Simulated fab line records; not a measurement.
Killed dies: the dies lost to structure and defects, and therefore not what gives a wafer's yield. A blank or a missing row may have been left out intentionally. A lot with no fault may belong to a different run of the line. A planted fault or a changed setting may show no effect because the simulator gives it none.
A single fault, viewed from 3 desks :: flow n5Finfet :: numbers are kept per desk, each desk with only its own; the story behind them comes last

THE DEFECT DESK
Counts from the inspections along the route, per lot, as means over the sampled wafers that have a number. Marked OUT: a lot whose mean sits more than 4 standard deviations from the usual mean, which makes it out of limits; the brackets give that distance.
Columns: A = rawDefectCount at N5_BEOL_M1_INSPECT_30, usual 382
lot: L835
first seen here: day 6 13:38
A: 348

lot: L836
first seen here: day 6 17:49
A: 356

lot: L844
first seen here: day 8 17:21
A: 356

lot: L845
first seen here: day 8 20:55
A: 488

lot: L848
first seen here: day 9 16:02
A: 333

lot: L853
first seen here: day 11 00:49
A: 554
This desk's finding: nothing out of limits on any of the 6 lots.

FROM THE METROLOGY DESK
What the gauges read for every lot (on any tool): the sampled wafers with a number, averaged. Marked OUT: a lot whose mean sits more than 4 standard deviations from the usual mean, which makes it out of limits; the brackets give that distance. Readings shown: 7 of its 12, picked as those furthest out on some lot.
Columns: A = cdNm at N5_BEOL_M1_CD_MEAS_28, usual 23.98 nm; B = V0_OVL at N5_BEOL_M1_OVL_MEAS_29, usual -0.5 nm; C = IOFF_N at N5_BEOL_M4_RC_MEAS_101, usual 0.155 nA/um; D = IOFF_P at N5_BEOL_M4_RC_MEAS_101, usual 0.211 nA/um; E = ION_P at N5_BEOL_M4_RC_MEAS_101, usual 462 uA/um; F = SS_P at N5_BEOL_M4_RC_MEAS_101, usual 73.3 mV/dec; G = VT_P at N5_BEOL_M4_RC_MEAS_101, usual -249.8 mV
lot: L835
first seen here: day 6 13:33
A: 24.09
B: -1.3
C: 0.174
D: 0.227
E: 460
F: 73.4
G: -249.2

lot: L836
first seen here: day 6 17:44
A: 24.11
B: -0.7
C: 0.157
D: 0.185
E: 458
F: 73.2
G: -252.5

lot: L844
first seen here: day 8 17:16
A: 24.14
B: -0.0
C: 0.153
D: 0.206
E: 459
F: 73.4
G: -251.5

lot: L845
first seen here: day 8 20:49
A: 23.72
B: -0.6
C: 0.151
D: 0.193
E: 454
F: 73.2
G: -252.6

lot: L848
first seen here: day 9 15:56
A: 23.96
B: -0.9
C: 0.152
D: 0.234
E: 467
F: 73.3
G: -245.7

lot: L853
first seen here: day 11 00:44
A: 23.84
B: 0.0
C: 0.139
D: 0.193
E: 464
F: 72.5
G: -250.0
This desk's finding: nothing out of limits on any of the 6 lots.

TOOL OWNER'S DESK, rieDiel-06
The tool's own readings at N5_BEOL_M1_VIA_ETCH_34 (etches the open film in C4F6/O2, target depth 67.8 nm, time 64.4 s): means of the sampled wafers that have a number, for each lot that ran on this tool. Marked OUT: a lot whose mean sits more than 4 standard deviations from the usual mean, which makes it out of limits; the brackets give that distance.
Columns: A = drypumpMotorCurrentA at N5_BEOL_M1_VIA_ETCH_34, usual 5.8 A; B = oesProductAu at N5_BEOL_M1_VIA_ETCH_34, usual 0.83 a.u.; C = rfVppV at N5_BEOL_M1_VIA_ETCH_34, usual 661 V; D = runLengthS at N5_BEOL_M1_VIA_ETCH_34, usual 87.6 s; E = showerheadPlenumPTorr at N5_BEOL_M1_VIA_ETCH_34, usual 2.84 Torr; F = throttleValvePct at N5_BEOL_M1_VIA_ETCH_34, usual 30.75 %
lot: L836
first seen here: day 7 11:00
A: 5.9
B: 0.83
C: 657
D: 87.7
E: 2.79
F: 30.71

lot: L844
first seen here: day 9 00:15
A: 5.9
B: 0.81
C: 657
D: 80.0 (-20) OUT
E: 2.79
F: 30.71

lot: L845
first seen here: day 9 03:10
A: 6.1
B: 0.83
C: 661
D: 79.6 (-21) OUT
E: 2.88
F: 30.74
Finding of this desk: L844, L845 out of limits; the first was L844 at day 9 00:15, on runLengthS at N5_BEOL_M1_VIA_ETCH_34. L836: within limits.

TAKEN TOGETHER
The tool owner's desk could have raised an alarm at day 9 00:15, on L844, L845.
No out-of-limits result turned up at the defect desk.
Nothing out of limits was seen by the metrology desk.
The defect desk has L844, L845 on record, within its limits.
The metrology desk has L844, L845 on record, within its limits.
Every lot named ran N5_BEOL_M1_VIA_ETCH_34 on rieDiel-06.

WHAT THE SIMULATOR PUT IN
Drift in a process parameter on rieDiel-06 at N5_BEOL_M1_VIA_ETCH_34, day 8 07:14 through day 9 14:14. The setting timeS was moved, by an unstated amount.
Shown lots that were struck: L844, L845.
Each desk's first reading out of limits, in hours after the fault started: the tool owner's desk, 17.
